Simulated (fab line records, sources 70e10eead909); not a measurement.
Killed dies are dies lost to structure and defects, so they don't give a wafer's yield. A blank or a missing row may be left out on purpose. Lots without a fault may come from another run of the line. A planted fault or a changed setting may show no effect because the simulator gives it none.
Problem report in the 8D (eight disciplines) form, filled by code | flow nand_harc | the parts of the form that need people (team, actions taken, sign-off) are left out

1. THE PROBLEM
raw_defect_count at NHARC_P_M1_INSPECT_11 reads a mean of 271.2 on 6 wafers of 2 lots; wafers without a fault read 4.4 with a standard deviation of 2.6. That is +99 or more standard deviations from the usual mean.
First seen on wafer L343.3, day 8 16:58, on defect_inspect-02. The record holds 33 wafers of 11 lots with a number at this step. Rule for "out", or "out of limits": more than 4 standard deviations from the usual mean. The other wafers with a number count as sound.

2. WHAT IT IS AND WHAT IT IS NOT
question                    | is                                   | is not
which readings at this step | raw_defect_count                     | -
which lots                  | L343, L344                           | L337, L338, L340, L341, L351, L353, L356, L357, L360
which wafers of those lots  | all that have a number               | -
read on which gauges        | defect_inspect-01, defect_inspect-02 | -
when                        | from day 8 16:58                     | up to then (12 sound wafers); but 15 sound wafers of L351, L353, L356, L357, L360 came after

3. SUSPECTS, AND WHAT RULES EACH OUT
Counting: a tool at a process step up to the reading stays a suspect if it ran every lot that is out and no sound lot after the first of them.
- the gauge at NHARC_P_M1_INSPECT_11: ruled out. The wafers that are out were read on 2 gauges (defect_inspect-01, defect_inspect-02).
- rie_diel-05 at NHARC_P_M0_ETCH_34 (etches the open film in N2/H2, target depth 40 nm, overetch 12 nm, time 43.94 s): ruled out as a lasting fault. Sound lots L351, L353, L356, L357, L360 ran on it after its first lot that is out, L343 (day 8 13:11).
- cmp-04 at NHARC_P_M0_CMP_23 (polishes, t overpolish 20 s, target thk 117.54 nm): ruled out as a lasting fault. Sound lots L351, L353, L356, L360 ran on it after its first lot that is out, L343 (day 8 15:06).
Left after counting: nothing in the record.

4. THE CAUSE (what the simulator had put in)
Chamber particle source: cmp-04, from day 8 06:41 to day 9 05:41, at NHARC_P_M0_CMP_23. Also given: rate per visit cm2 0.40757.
Counting ruled it out, wrongly: the rule takes a fault to strike every lot that its tool runs from its start on, and this one did not.

5. THE CHAIN OF EFFECTS, in route order
Each row: a reading whose mean over the struck wafers that have a number lies more than 3 standard deviations from the usual. Only readings for which the record gives a usual standard deviation are gone through. hours: the time from each lot's start at the first step in this table that gives one to its start at this step, as a median over the lots. sigmas: the change in usual standard deviations.
hours | step                  | reading              | usual  | on struck wafers | change | sigmas
0     | NHARC_P_M1_INSPECT_11 | raw_defect_count     | 4.4    | 271.2            | +266.8 | +99 or more
452   | NHARC_END_SORT_01     | defect_limited_yield | 91.4 % | 63.1             | -28.3  | -10
452   | NHARC_END_SORT_01     | killed_at_periphery  | 3.6    | 203.2            | +199.6 | +83
452   | NHARC_END_SORT_01     | killed_dies          | 58     | 250              | +192   | +11
452   | NHARC_END_SORT_01     | sort_bin_2_pct       | 3.1 %  | 12.7             | +9.6   | +8.0
452   | NHARC_END_SORT_01     | sort_bin_3_pct       | 0.7 %  | 2.4              | +1.7   | +4.4
452   | NHARC_END_SORT_01     | sort_bin_4_pct       | 4.8 %  | 21.8             | +17.0  | +11
452   | NHARC_END_SORT_01     | sort_n_pass          | 619    | 427              | -192   | -11
452   | NHARC_END_SORT_01     | sort_rim_yield_pct   | 88 %   | 62               | -26    | -6.4
452   | NHARC_END_SORT_01     | sort_yield_pct       | 91.4 % | 63.1             | -28.3  | -10

6. WHAT WOULD HAVE CAUGHT IT SOONER
In this record the first reading out of limits at a measuring or inspecting step was taken at day 8 16:58, 10 hours after the fault began at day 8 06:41.
Of the tool readings at NHARC_P_M0_CMP_23 for which the record gives a usual standard deviation, none was out on any struck wafer, so an alarm limit of 4 standard deviations on them would not have fired.
